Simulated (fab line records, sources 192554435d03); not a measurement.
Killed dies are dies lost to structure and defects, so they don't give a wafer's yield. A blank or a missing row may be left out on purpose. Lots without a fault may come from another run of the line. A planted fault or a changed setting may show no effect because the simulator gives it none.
Which tool did it? | flow n5_finfet | 24 lots, 72 wafers sampled, at 3 steps of a route of 1938

WHAT THE GAUGES READ, wafer by wafer
N5_BEOL_M1_OCD_MEAS_38.
lot  | measured     | on     | trench_depth_nm (nm)
L074 | day 6 06:58  | ocd-01 | 53.6 54.9 54.5
L075 | day 6 16:45  | ocd-01 | 53.5 53.6 54.4
L076 | day 7 04:05  | ocd-01 | 55.9 56.0 54.1
L077 | day 7 05:38  | ocd-01 | 54.2 54.0 53.7
L078 | day 7 18:47  | ocd-02 | 55.0 55.5 55.7
L079 | day 7 19:48  | ocd-01 | 55.5 56.3 53.6
L080 | day 8 03:40  | ocd-02 | 55.9 55.6 53.9
L081 | day 8 03:43  | ocd-02 | 56.2 54.8 55.6
L082 | day 8 19:11  | ocd-02 | 55.7 55.4 53.4
L083 | day 9 05:27  | ocd-01 | 52.5 53.9 54.2
L084 | day 9 11:42  | ocd-01 | 55.5 55.8 55.1
L086 | day 9 16:20  | ocd-01 | 55.3 56.0 55.8
L088 | day 9 19:20  | ocd-02 | 53.6 55.8 55.9
L085 | day 9 20:44  | ocd-02 | 53.7 53.3 53.7
L087 | day 10 04:14 | ocd-02 | 54.8 54.2 55.9
L091 | day 10 10:52 | ocd-01 | 56.9 53.6 55.4
L090 | day 10 10:54 | ocd-02 | 56.0 56.9 54.8
L089 | day 10 11:20 | ocd-01 | 54.7 54.7 56.0
L092 | day 11 02:14 | ocd-01 | 53.7 55.8 53.8
L093 | day 11 08:50 | ocd-01 | 54.2 53.2 55.6
L094 | day 11 14:14 | ocd-01 | 53.5 53.8 55.4
L095 | day 11 15:43 | ocd-01 | 53.2 53.6 53.7
L096 | day 11 23:44 | ocd-02 | 55.0 53.7 55.3
L097 | day 12 04:37 | ocd-01 | 54.0 54.3 56.0

N5_BEOL_M1_CD_MEAS_35: target cd 18 nm, target cd y 21 nm.
lot  | measured     | on        | cd_nm (nm)
L074 | day 6 07:16  | cd_sem-01 | 17.8 17.4 18.0
L075 | day 6 16:55  | cd_sem-03 | 17.9 18.0 18.4
L076 | day 7 04:15  | cd_sem-02 | 17.8 18.0 17.6
L077 | day 7 05:48  | cd_sem-01 | 18.0 18.1 18.2
L078 | day 7 18:56  | cd_sem-03 | 18.3 18.6 18.3
L079 | day 7 19:58  | cd_sem-03 | 18.0 18.4 17.8
L080 | day 8 03:50  | cd_sem-03 | 17.7 18.2 17.5
L081 | day 8 03:52  | cd_sem-03 | 18.4 17.8 18.2
L082 | day 8 19:21  | cd_sem-01 | 18.0 17.8 17.8
L083 | day 9 05:36  | cd_sem-03 | 17.8 17.8 18.3
L084 | day 9 11:51  | cd_sem-02 | 17.6 18.3 18.6
L086 | day 9 16:29  | cd_sem-03 | 18.5 18.1 17.7
L088 | day 9 19:30  | cd_sem-03 | 18.0 17.5 18.1
L085 | day 9 20:54  | cd_sem-02 | 18.2 17.7 18.1
L087 | day 10 04:23 | cd_sem-03 | 18.0 18.4 17.8
L091 | day 10 11:01 | cd_sem-02 | 18.1 18.0 17.9
L090 | day 10 11:03 | cd_sem-02 | 18.0 18.1 17.8
L089 | day 10 11:29 | cd_sem-01 | 18.0 17.5 18.1
L092 | day 11 02:29 | cd_sem-01 | 17.8 17.8 17.8
L093 | day 11 08:59 | cd_sem-03 | 17.5 18.2 17.7
L094 | day 11 14:23 | cd_sem-01 | 17.3 17.6 18.0
L095 | day 11 15:52 | cd_sem-01 | 18.1 18.1 17.9
L096 | day 11 23:53 | cd_sem-01 | 18.1 17.5 17.7
L097 | day 12 04:47 | cd_sem-01 | 18.1 18.0 18.0

WHICH TOOL RAN EACH LOT (tool, then ch and the chambers of the sampled wafers, then the start)
lot  | N5_BEOL_M1_TRENCH_ETCH_37
L074 | rie_diel-03 ch 0,2,3, day 6 06:58 or earlier
L075 | rie_diel-03 ch 0,1,2, day 6 16:45 or earlier
L076 | rie_diel-06 ch 1,2,3, day 7 04:05 or earlier
L077 | rie_diel-03 ch 0,1,2, day 7 05:38 or earlier
L078 | rie_diel-06 ch 0,2,3, day 7 18:47 or earlier
L079 | rie_diel-06 ch 0,1,2, day 7 19:48 or earlier
L080 | rie_diel-02 ch 1,2,3, day 8 03:40 or earlier
L081 | rie_diel-06 ch 2,3, day 8 03:43 or earlier
L082 | rie_diel-06 ch 0,1,2, day 8 19:11 or earlier
L083 | rie_diel-03 ch 0,1,3, day 9 05:27 or earlier
L084 | rie_diel-06 ch 0,2,3, day 9 11:42 or earlier
L086 | rie_diel-06 ch 0,3, day 9 16:20 or earlier
L088 | rie_diel-02 ch 1,2, day 9 19:20 or earlier
L085 | rie_diel-03 ch 0,1, day 9 20:44 or earlier
L087 | rie_diel-02 ch 0,2,3, day 10 04:14 or earlier
L091 | rie_diel-02 ch 1,2,3, day 10 10:52 or earlier
L090 | rie_diel-06 ch 0,2, day 10 10:54 or earlier
L089 | rie_diel-06 ch 0,2,3, day 10 11:20 or earlier
L092 | rie_diel-02 ch 0,3, day 11 02:14 or earlier
L093 | rie_diel-02 ch 0,2,3, day 11 08:50 or earlier
L094 | rie_diel-02 ch 0,1,2, day 11 14:14 or earlier
L095 | rie_diel-06 ch 0,1, day 11 15:43 or earlier
L096 | rie_diel-03 ch 0,1, day 11 23:44 or earlier
L097 | rie_diel-02 ch 0,1,2, day 12 04:37 or earlier
- N5_BEOL_M1_TRENCH_ETCH_37: etches SiOC in C4F6/O2, target depth 55.207 nm, time 29 s.

WHAT THE TOOLS THEMSELVES READ (means of the sampled wafers that have a number; where no wafer has one, the mark that the record gives instead)
N5_BEOL_M1_TRENCH_ETCH_37.
lot  | tool        | bias_w (W) | chamber_pressure_mTorr (mTorr) | drypump_motor_current_A (A) | oes_product_au (a.u.) | rf_vpp_V (V) | showerhead_plenum_p_Torr (Torr) | throttle_valve_pct (%)
L074 | rie_diel-03 | 184.9      | 30.015                         | 5.6                         | 0.75                  | 652          | 2.87                            | 20.88
L075 | rie_diel-03 | 184.8      | 30.014                         | 5.5                         | 0.73                  | 658          | 2.87                            | 20.92
L076 | rie_diel-06 | 184.7      | 29.968                         | 5.9                         | 0.73                  | 664          | 2.94                            | 21.05
L077 | rie_diel-03 | 184.5      | 29.994                         | 5.6                         | 0.73                  | 658          | 2.87                            | 20.93
L078 | rie_diel-06 | 184.9      | 30.000                         | 5.7                         | 0.79                  | 662          | 2.93                            | 20.93
L079 | rie_diel-06 | 184.8      | 30.026                         | 5.7                         | 0.78                  | 674          | 2.93                            | 20.95
L080 | rie_diel-02 | 185.1      | 29.992                         | 5.6                         | 0.74                  | 671          | 2.91                            | 20.77
L081 | rie_diel-06 | 185.4      | 29.991                         | 6.0                         | 0.75                  | 661          | 2.95                            | 21.03
L082 | rie_diel-06 | 185.4      | 30.000                         | 5.7                         | 0.78                  | 673          | 2.93                            | 20.95
L083 | rie_diel-03 | 184.9      | 29.983                         | 5.5                         | 0.73                  | 656          | 2.87                            | 20.93
L084 | rie_diel-06 | 185.2      | 30.023                         | 5.7                         | 0.77                  | 660          | 2.93                            | 20.96
L086 | rie_diel-06 | 185.1      | 29.996                         | 5.4                         | 0.81                  | 662          | 2.90                            | 20.84
L088 | rie_diel-02 | 185.1      | 30.028                         | 5.7                         | 0.75                  | 673          | 2.88                            | 20.65
L085 | rie_diel-03 | 185.1      | 29.998                         | 5.4                         | 0.74                  | 661          | 2.92                            | 20.92
L087 | rie_diel-02 | 184.6      | 30.017                         | 5.7                         | 0.70                  | 662          | 2.86                            | 20.99
L091 | rie_diel-02 | 185.0      | 30.015                         | 5.6                         | 0.73                  | 672          | 2.90                            | 20.79
L090 | rie_diel-06 | 185.2      | 29.983                         | 5.6                         | 0.82                  | 672          | 2.91                            | 20.84
L089 | rie_diel-06 | 185.0      | 29.965                         | 5.7                         | 0.77                  | 661          | 2.92                            | 20.96
L092 | rie_diel-02 | 184.9      | 29.996                         | 6.3                         | 0.69                  | 655          | 2.77                            | 20.93
L093 | rie_diel-02 | 185.5      | 30.016                         | 5.7                         | 0.70                  | 661          | 2.86                            | 21.01
L094 | rie_diel-02 | 184.9      | 30.024                         | 5.9                         | 0.72                  | 663          | 2.83                            | 20.86
L095 | rie_diel-06 | 185.3      | 29.990                         | 5.6                         | 0.74                  | 676          | 2.91                            | 20.99
L096 | rie_diel-03 | 184.6      | 29.977                         | 5.5                         | 0.87                  | 661          | 2.87                            | 20.79
L097 | rie_diel-02 | 185.0      | 30.011                         | 5.9                         | 0.71                  | 663          | 2.82                            | 20.87

THE ANSWER, worked out from the rows above alone
Rule: what is usual is taken from the lots themselves. Put in order of their means at a reading, lots are off if they are a third of the lots or fewer, leave a main group of 4 or more, and stand apart from it by a gap of 3 or more times the standard deviation of the main group's means; of several such gaps the widest counts. A main group whose means are all the same, to the digits that the tables above print for the reading, isn't used. A lot without any number at a reading at which 4 lots or more have one is off too. The other lots that the step has rows for count as sound. The gauges are gone through in route order, then the tools' own readings, and for those a lot's mean is taken as printed above. The first step at which some lot is off is used, and at that step the reading that is off furthest; a lot without a number counts as furthest.
No lot is off at any reading shown: from this, nothing can be told.

WHAT THE SIMULATOR HAD PUT IN
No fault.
